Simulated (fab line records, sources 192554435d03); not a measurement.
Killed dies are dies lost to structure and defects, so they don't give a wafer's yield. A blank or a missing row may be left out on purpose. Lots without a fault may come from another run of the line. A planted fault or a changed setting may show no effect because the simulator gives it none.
Which tool did it? | flow n5_finfet | 10 lots, 30 wafers sampled, at 5 steps of a route of 1938

WHAT THE GAUGES READ, wafer by wafer
N5_ZERO_LAYER_CD_MEAS_11: target cd 2000 nm.
lot  | measured    | on        | cd_nm (nm)
L804 | day 1 12:47 | cd_sem-03 | 1997.5 2000.2 2000.6
L806 | day 2 00:48 | cd_sem-03 | 1998.1 2000.3 2002.0
L807 | day 2 06:39 | cd_sem-02 | 1998.4 2000.4 1995.9
L809 | day 2 18:39 | cd_sem-02 | 1997.9 1999.1 2003.8
L811 | day 3 06:46 | cd_sem-03 | 2001.3 1997.5 1998.0
L812 | day 3 12:38 | cd_sem-03 | 2002.5 2001.6 1998.4
L813 | day 3 18:46 | cd_sem-03 | 2002.2 2000.8 1996.4
L814 | day 4 00:39 | cd_sem-03 | 1997.9 2001.8 2001.2
L819 | day 5 06:46 | cd_sem-01 | 2003.1 2001.9 2001.2
L821 | day 5 18:39 | cd_sem-02 | 2001.5 1999.2 2000.8

N5_BEOL_M4_RC_MEAS_101.
lot  | measured     | on        | DIBL_N (mV/V)  | DIBL_P (mV/V)  | IOFF_N (nA/um)    | IOFF_P (nA/um) | ION_N (uA/um) | ION_P (uA/um) | SS_N (mV/dec)  | SS_P (mV/dec)  | VT_N (mV)         | VT_P (mV)
L804 | day 7 23:20  | prober-02 | 34.3 36.1 36.9 | 35.5 38.0 38.7 | 0.138 0.161 0.184 | 0.19 0.24 0.25 | 668 682 688   | 457 466 465   | 70.9 71.5 72.0 | 72.3 72.9 73.2 | 252.3 252.3 249.9 | -251 -251 -246
L806 | day 8 02:20  | prober-01 | 35.1 34.4 34.1 | 35.1 34.7 33.3 | 0.140 0.130 0.114 | 0.18 0.18 0.16 | 670 663 656   | 458 461 449   | 71.4 70.9 71.2 | 73.4 73.1 72.0 | 250.7 255.0 254.7 | -254 -254 -255
L807 | day 8 17:38  | prober-01 | 36.9 38.4 36.7 | 36.6 37.3 35.5 | 0.154 0.171 0.148 | 0.22 0.22 0.20 | 666 669 670   | 461 461 458   | 72.4 71.9 71.7 | 73.5 74.1 72.9 | 254.4 251.4 253.9 | -251 -252 -252
L809 | day 9 00:47  | prober-02 | 37.8 37.4 35.7 | 36.5 37.5 34.7 | 0.156 0.165 0.122 | 0.20 0.21 0.17 | 672 676 653   | 455 462 452   | 70.3 71.3 70.5 | 73.7 73.5 72.9 | 252.7 248.5 254.3 | -250 -248 -253
L811 | day 9 19:01  | prober-01 | 34.9 34.2 36.7 | 34.8 34.6 37.9 | 0.129 0.121 0.165 | 0.20 0.19 0.25 | 673 665 685   | 465 461 474   | 71.5 71.3 72.1 | 73.4 72.7 73.2 | 255.7 254.4 248.9 | -249 -251 -245
L812 | day 9 20:32  | prober-01 | 37.5 39.8 36.0 | 36.6 38.7 34.4 | 0.156 0.211 0.128 | 0.18 0.21 0.16 | 666 682 651   | 452 453 437   | 71.0 72.3 71.1 | 73.1 73.9 73.0 | 250.0 246.5 256.1 | -257 -255 -259
L813 | day 10 02:59 | prober-02 | 37.6 35.8 35.6 | 38.5 37.4 37.4 | 0.184 0.158 0.165 | 0.24 0.22 0.22 | 698 686 696   | 475 467 477   | 72.1 71.1 71.1 | 73.9 73.5 73.4 | 245.7 250.7 247.4 | -249 -249 -248
L814 | day 10 01:27 | prober-01 | 35.0 35.1 34.2 | 35.7 35.6 33.3 | 0.139 0.144 0.128 | 0.19 0.20 0.17 | 672 683 671   | 468 468 462   | 71.4 71.3 70.5 | 73.3 72.9 73.1 | 252.1 252.2 254.2 | -252 -251 -252
L819 | day 12 11:15 | prober-02 | 37.1 38.5 34.4 | 37.3 39.2 34.7 | 0.173 0.206 0.120 | 0.22 0.26 0.17 | 671 692 666   | 463 472 459   | 72.1 72.1 70.2 | 73.3 73.4 72.3 | 249.0 246.0 255.4 | -250 -247 -254
L821 | day 12 15:55 | prober-01 | 36.6 37.2 35.2 | 37.1 37.5 36.7 | 0.172 0.176 0.142 | 0.21 0.22 0.20 | 666 669 673   | 462 457 462   | 72.4 72.7 71.5 | 72.5 74.3 73.6 | 249.4 250.6 252.4 | -252 -252 -253

WHICH TOOL RAN EACH LOT (tool, then ch and the chambers of the sampled wafers, then the start)
lot  | N5_WELL_APT_IMPLANT_15         | N5_WELL_APT_RTA_34              | N5_PMOS_HMC_CHANNEL_EPI_HM_DEP_34
L804 | implanter-01 ch 0, day 1 14:24 | rtp_anneal-01 ch 0, day 1 16:11 | pecvd-01 ch 0,2, day 1 17:05
L806 | implanter-01 ch 0, day 2 02:26 | rtp_anneal-01 ch 0, day 2 04:12 | pecvd-02 ch 0,1, day 2 05:08
L807 | implanter-01 ch 0, day 2 08:05 | rtp_anneal-01 ch 0, day 2 09:52 | pecvd-04 ch 0,1,2, day 2 10:47
L809 | implanter-02 ch 0, day 2 20:06 | rtp_anneal-01 ch 0, day 2 21:50 | pecvd-02 ch 0,1, day 2 22:46
L811 | implanter-02 ch 0, day 3 08:10 | rtp_anneal-02 ch 0, day 3 09:52 | pecvd-02 ch 0,2, day 3 10:46
L812 | implanter-01 ch 0, day 3 14:02 | rtp_anneal-02 ch 0, day 3 15:47 | pecvd-01 ch 0,2, day 3 16:41
L813 | implanter-02 ch 0, day 3 20:10 | rtp_anneal-02 ch 0, day 3 22:11 | pecvd-04 ch 0,1,2, day 3 23:05
L814 | implanter-01 ch 0, day 4 02:02 | rtp_anneal-02 ch 0, day 4 03:41 | pecvd-04 ch 0,1,2, day 4 04:33
L819 | implanter-01 ch 0, day 5 08:20 | rtp_anneal-01 ch 0, day 5 10:26 | pecvd-02 ch 1,2, day 5 11:20
L821 | implanter-01 ch 0, day 5 20:01 | rtp_anneal-01 ch 0, day 5 22:05 | pecvd-02 ch 0,1, day 5 23:10
- N5_WELL_APT_IMPLANT_15
- N5_WELL_APT_RTA_34: time 10 s.
- N5_PMOS_HMC_CHANNEL_EPI_HM_DEP_34: deposits SiO2 from TEOS/O2, target thk 36 nm, time 6.9 s.

WHAT THE TOOLS THEMSELVES READ (means of the sampled wafers that have a number; where no wafer has one, the mark that the record gives instead)
N5_WELL_APT_IMPLANT_15.
lot  | tool         | beam_on_s (s) | dose_ions_cm2 | end_station_pressure_torr (Torr) | faraday_current_uA
L804 | implanter-01 | 9.91          | 1.4979e+13    | 5.17e-06                         | 192
L806 | implanter-01 | 9.90          | 1.5000e+13    | 4.81e-06                         | 193
L807 | implanter-01 | 10.03         | 1.5010e+13    | 5.38e-06                         | 190
L809 | implanter-02 | 10.05         | 1.5002e+13    | 5.42e-06                         | 190
L811 | implanter-02 | 9.96          | 1.4985e+13    | 4.90e-06                         | 191
L812 | implanter-01 | 10.07         | 1.5001e+13    | 5.11e-06                         | 189
L813 | implanter-02 | 9.94          | 1.5003e+13    | 5.29e-06                         | 191
L814 | implanter-01 | 9.86          | 1.4981e+13    | 5.07e-06                         | 192
L819 | implanter-01 | 10.01         | 1.7713e+13    | 4.97e-06                         | 224
L821 | implanter-01 | 9.98          | 1.7739e+13    | 5.05e-06                         | 225

N5_WELL_APT_RTA_34.
lot  | tool          | lamp_power_pct (%) | lamp_zone_2_pct (%) | wafer_temp_C_max
L804 | rtp_anneal-01 | 13.04              | 13.00               | 1003.1
L806 | rtp_anneal-01 | 13.05              | 13.00               | 1004.2
L807 | rtp_anneal-01 | 13.00              | 13.00               | 1004.3
L809 | rtp_anneal-01 | 13.04              | 13.02               | 1003.0
L811 | rtp_anneal-02 | 12.97              | 12.98               | 1003.3
L812 | rtp_anneal-02 | 13.09              | 12.96               | 1004.6
L813 | rtp_anneal-02 | 13.01              | 12.99               | 1003.3
L814 | rtp_anneal-02 | 13.01              | 13.05               | 1003.4
L819 | rtp_anneal-01 | 13.03              | 12.98               | 1004.0
L821 | rtp_anneal-01 | 13.01              | 12.99               | 1004.0

N5_PMOS_HMC_CHANNEL_EPI_HM_DEP_34.
lot  | tool     | heater_power_outer_w (W) | heater_power_w (W) | showerhead_plenum_p_Torr (Torr) | throttle_valve_pct (%)
L804 | pecvd-01 | 334                      | 595                | 8.325                           | 18.3
L806 | pecvd-02 | 318                      | 576                | 8.352                           | 19.5
L807 | pecvd-04 | 292                      | 507                | 8.346                           | 18.8
L809 | pecvd-02 | 361                      | 648                | 8.366                           | 19.5
L811 | pecvd-02 | 318                      | 593                | 8.331                           | 18.8
L812 | pecvd-01 | 353                      | 634                | 8.319                           | 18.4
L813 | pecvd-04 | 295                      | 510                | 8.329                           | 19.0
L814 | pecvd-04 | 263                      | 478                | 8.342                           | 18.9
L819 | pecvd-02 | 462                      | 783                | 8.366                           | 18.7
L821 | pecvd-02 | 323                      | 582                | 8.349                           | 19.6

THE ANSWER, worked out from the rows above alone
Rule: what is usual is taken from the lots themselves. Put in order of their means at a reading, lots are off if they are a third of the lots or fewer, leave a main group of 4 or more, and stand apart from it by a gap of 3 or more times the standard deviation of the main group's means; of several such gaps the widest counts. A main group whose means are all the same, to the digits that the tables above print for the reading, isn't used. A lot without any number at a reading at which 4 lots or more have one is off too. The other lots that the step has rows for count as sound. The gauges are gone through in route order, then the tools' own readings, and for those a lot's mean is taken as printed above. The first step at which some lot is off is used, and at that step the reading that is off furthest; a lot without a number counts as furthest.
Off: L819, L821, at N5_WELL_APT_IMPLANT_15 (dose_ions_cm2). The main group: mean 1.4995e+13, standard deviation 1.1e+10.
A tool fits if, at that step or a process step before it, it ran every lot that is off, and no sound lot after the first of them. One fits: implanter-01 at N5_WELL_APT_IMPLANT_15. Its last sound lot is L814 (day 4 02:02), its first lot that is off L819 (day 5 08:20): a fault that began between those two fits.
The tool's own readings at N5_WELL_APT_IMPLANT_15 bear it out: on the lots that are off they differ by more than 5 times the standard deviation of the sound lots' means. dose_ions_cm2 reads 1.7726e+13 there against 1.4995e+13 on the sound lots; faraday_current_uA reads 224 there against 191 on the sound lots.

WHAT THE SIMULATOR HAD PUT IN
Process parameter drift: implanter-01, from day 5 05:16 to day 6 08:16, at N5_WELL_APT_IMPLANT_15. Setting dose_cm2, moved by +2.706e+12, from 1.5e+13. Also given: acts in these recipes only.
Lots struck among those shown: L819, L821. The rule above found the same.
